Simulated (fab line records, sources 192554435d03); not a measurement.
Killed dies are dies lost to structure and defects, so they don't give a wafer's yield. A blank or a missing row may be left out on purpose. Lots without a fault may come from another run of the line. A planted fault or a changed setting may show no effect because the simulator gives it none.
Which tool did it? | flow n5_finfet | 10 lots, 30 wafers sampled, at 5 steps of a route of 1938

WHAT THE GAUGES READ, wafer by wafer
N5_BEOL_M5_INSPECT_13: inspects for defects (brightfield).
lot  | measured     | on                | raw_defect_count
L351 | day 7 16:17  | defect_inspect-01 | 391 417 470
L354 | day 8 09:04  | defect_inspect-01 | 350 412 366
L353 | day 9 04:59  | defect_inspect-02 | 310 389 413
L356 | day 9 16:26  | defect_inspect-02 | 289 255 255
L361 | day 10 17:17 | defect_inspect-01 | 589 507 605
L359 | day 10 20:58 | defect_inspect-01 | 555 380 369
L371 | day 13 01:40 | defect_inspect-01 | 722 858 757
L372 | day 13 14:47 | defect_inspect-01 | 770 768 664
L373 | day 13 18:16 | defect_inspect-01 | 279 295 312
L374 | day 13 22:12 | defect_inspect-01 | 413 338 381

WHICH TOOL RAN EACH LOT (tool, then ch and the chambers of the sampled wafers, then the start)
lot  | N5_BEOL_M4_ANNEAL_95         | N5_BEOL_M4_ANNEAL_51             | N5_BEOL_M4_DEP_57              | N5_BEOL_M5_ILD_DEP_00
L351 | pvd_sputter-02, day 7 12:32  | rtp_anneal-01 ch 0, day 7 12:58  | pecvd-01 ch 0,2, day 7 13:57   | pecvd-02 ch 0,2, day 7 15:04
L354 | pvd_sputter-02, day 8 05:19  | rtp_anneal-01 ch 0, day 8 05:39  | pecvd-03 ch 0,1, day 8 06:28   | pecvd-03 ch 0,1, day 8 07:34
L353 | pvd_sputter-03, day 9 01:31  | rtp_anneal-02 ch 0, day 9 01:51  | pecvd-01 ch 0,1,2, day 9 02:38 | pecvd-02 ch 0,1,2, day 9 03:43
L356 | pvd_sputter-02, day 9 12:14  | rtp_anneal-01 ch 0, day 9 12:37  | pecvd-04 ch 1, day 9 13:23     | pecvd-03 ch 0,1,2, day 9 14:29
L361 | pvd_sputter-02, day 10 13:16 | rtp_anneal-01 ch 0, day 10 13:37 | pecvd-01 ch 0,2, day 10 14:25  | pecvd-02 ch 1,2, day 10 15:29
L359 | pvd_sputter-03, day 10 16:10 | rtp_anneal-02 ch 0, day 10 16:53 | pecvd-03 ch 0,1, day 10 17:35  | pecvd-03 ch 0,2, day 10 18:40
L371 | pvd_sputter-02, day 12 20:56 | rtp_anneal-02 ch 0, day 12 21:19 | pecvd-03 ch 1,2, day 12 22:03  | pecvd-03 ch 1,2, day 12 23:08
L372 | pvd_sputter-01, day 13 10:36 | rtp_anneal-02 ch 0, day 13 11:04 | pecvd-04 ch 1,2, day 13 11:55  | pecvd-03 ch 0,2, day 13 13:00
L373 | pvd_sputter-03, day 13 13:33 | rtp_anneal-01 ch 0, day 13 13:53 | pecvd-01 ch 0,1, day 13 14:40  | pecvd-01 ch 0,1,2, day 13 15:45
L374 | pvd_sputter-02, day 13 17:17 | rtp_anneal-02 ch 0, day 13 18:16 | pecvd-04 ch 1,2, day 13 19:04  | pecvd-02 ch 0,1, day 13 20:08
- N5_BEOL_M4_ANNEAL_95: time 240 s.
- N5_BEOL_M4_ANNEAL_51: time 90 s.
- N5_BEOL_M4_DEP_57: deposits SiCN from 3MS/NH3, target thk 8 nm, time 14 s.
- N5_BEOL_M5_ILD_DEP_00: deposits SiCOH lowk from DEMS/porogen, target thk 140.64 nm, time 25.9 s.

THE ANSWER, worked out from the rows above alone
Rule: what is usual is taken from the lots themselves. Put in order of their means at a reading, lots are off if they are a third of the lots or fewer, leave a main group of 4 or more, and stand apart from it by a gap of 3 or more times the standard deviation of the main group's means; of several such gaps the widest counts. A main group whose means are all the same, to the digits that the tables above print for the reading, isn't used. A lot without any number at a reading at which 4 lots or more have one is off too. The other lots that the step has rows for count as sound.
No lot is off at any reading shown: from this, nothing can be told.

WHAT THE SIMULATOR HAD PUT IN
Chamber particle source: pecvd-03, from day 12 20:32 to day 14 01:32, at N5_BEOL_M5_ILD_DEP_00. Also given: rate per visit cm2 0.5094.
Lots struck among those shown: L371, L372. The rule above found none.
